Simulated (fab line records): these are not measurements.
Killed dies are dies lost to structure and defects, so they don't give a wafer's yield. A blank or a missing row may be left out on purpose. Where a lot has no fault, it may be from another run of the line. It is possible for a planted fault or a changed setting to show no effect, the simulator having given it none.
Split-lot trial	flow n5Finfet	21 wafers read from 7 lots, route of 1938 steps

THE SPLIT
At N5_BEOL_M6_ETCH_66 (etches SOC in N2/H2, target depth 80 nm, overetch 16 nm, time 120 s), the setting biasW was moved away from the recipe's 150 W on 10 of the 21 wafers read, by -17.9% to +13.5%. The other wafers ran this setting at the recipe's value.

The reading is taken at the split's own step.

THE READING
rfVppV, in V, at N5_BEOL_M6_ETCH_66 (etches SOC in N2/H2, target depth 80 nm, overetch 16 nm, time 120 s). Typical for fault-free wafers on this fab line: 522.3 V, with standard deviation 1.1 V.

wafer	tool, chamber at the split	biasW as run, W	against the recipe	rfVppV, V	against lot-mates on the recipe
L077.1	rieDiel-05, 2	150	recipe	520.8	-
L077.2	rieDiel-05, 0	150	recipe	523.7	-
L077.4	rieDiel-05, 1	162.9	+8.6%	552.1	+29.9
L079.2	rieDiel-05, 3	150	recipe	522.2	-
L079.4	rieDiel-05, 1	150	recipe	522.3	-
L079.6	rieDiel-05, 1	150	recipe	524.0	-
L081.2	rieDiel-01, 2	150	recipe	523.8	-
L081.4	rieDiel-01, 0	130.1	-13.3%	477.4	-46.4
L081.5	rieDiel-01, 2	130.1	-13.3%	475.0	-48.8
L083.2	rieDiel-01, 3	150	recipe	523.7	-
L083.5	rieDiel-01, 2	126.4	-15.7%	469.0	-54.7
L083.6	rieDiel-01, 3	126.4	-15.7%	469.9	-53.8
L090.1	rieDiel-02, 0	150	recipe	520.5	-
L090.3	rieDiel-02, 2	123.2	-17.9%	462.0	-58.5
L090.4	rieDiel-02, 3	123.2	-17.9%	461.8	-58.7
L091.2	rieDiel-05, 3	150	recipe	522.2	-
L091.4	rieDiel-05, 2	160.5	+7.0%	542.7	+20.5
L091.6	rieDiel-05, 3	160.5	+7.0%	545.3	+23.1
L092.1	rieDiel-01, 3	170.2	+13.5%	565.3	+43.6
L092.5	rieDiel-01, 2	150	recipe	521.2	-
L092.6	rieDiel-01, 1	150	recipe	522.1	-

FIT RESULTS
A straight line over all 21 wafers: rfVppV changes by +3.35 V for each +1% of biasW; r = +1.00; the points scatter about the line by 1.4 V.
The same after taking each lot's own level away (the mean of its wafers on the recipe; 21 wafers): +3.36 V for each +1%; r = +1.00; scatter 1.5 V.
The reading moves by 60 V for the largest change in biasW, on that fit.
Measured against the standard deviation above, the lots' own levels, which go from 520.50 to 523.80 V, span 3.0 times it.
So the lot-to-lot level changes the slope little: the two slopes agree.
Check: with one of the wafers moved furthest among these (-17.9%) left out of the fit, the line predicts -61 V for it against its lot-mates. Against them it came out at -58.5 V.
Tool readings at the split's step, against how far the setting was moved: rfVppV r = +1.00.

OTHER SPLITS APPLIED TO THESE WAFERS
Other splits were also applied to these wafers ahead of the reading. Each is held against what the fit with the lots' levels taken away leaves over:
other split on the same wafers	wafers away from the commonest value	r with rfVppV (lot level and that fit taken away)
N5_BEOL_M5_COAT_71 spinRpm	10	+0.11
N5_BEOL_M6_EXPOSE_25 doseMj	7	+0.54
N5_BEOL_M6_DESCUM_33 timeS	10	-0.07

THE WHOLE CHAIN: every reading that the file lists as answering this split, in the file's order
step	what it does	reading	change (the file's fit)	r (the file's)
N5_BEOL_M6_ETCH_66	etches SOC in N2/H2, target depth 80 nm, overetch 16 nm, time 120 s	rfVppV	+3.37 V for each +1% of the setting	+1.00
N5_BEOL_M6_ETCH_66	etches SOC in N2/H2, target depth 80 nm, overetch 16 nm, time 120 s	SiARC_of_BEOL_M6_COAT_64.thkNm (the simulator's own value, which no gauge read)	-0.0761 nm for each +1% of the setting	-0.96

THE FILE'S OWN FIT
rfVppV changes by +3.37 V for each +1% of biasW, r = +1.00.
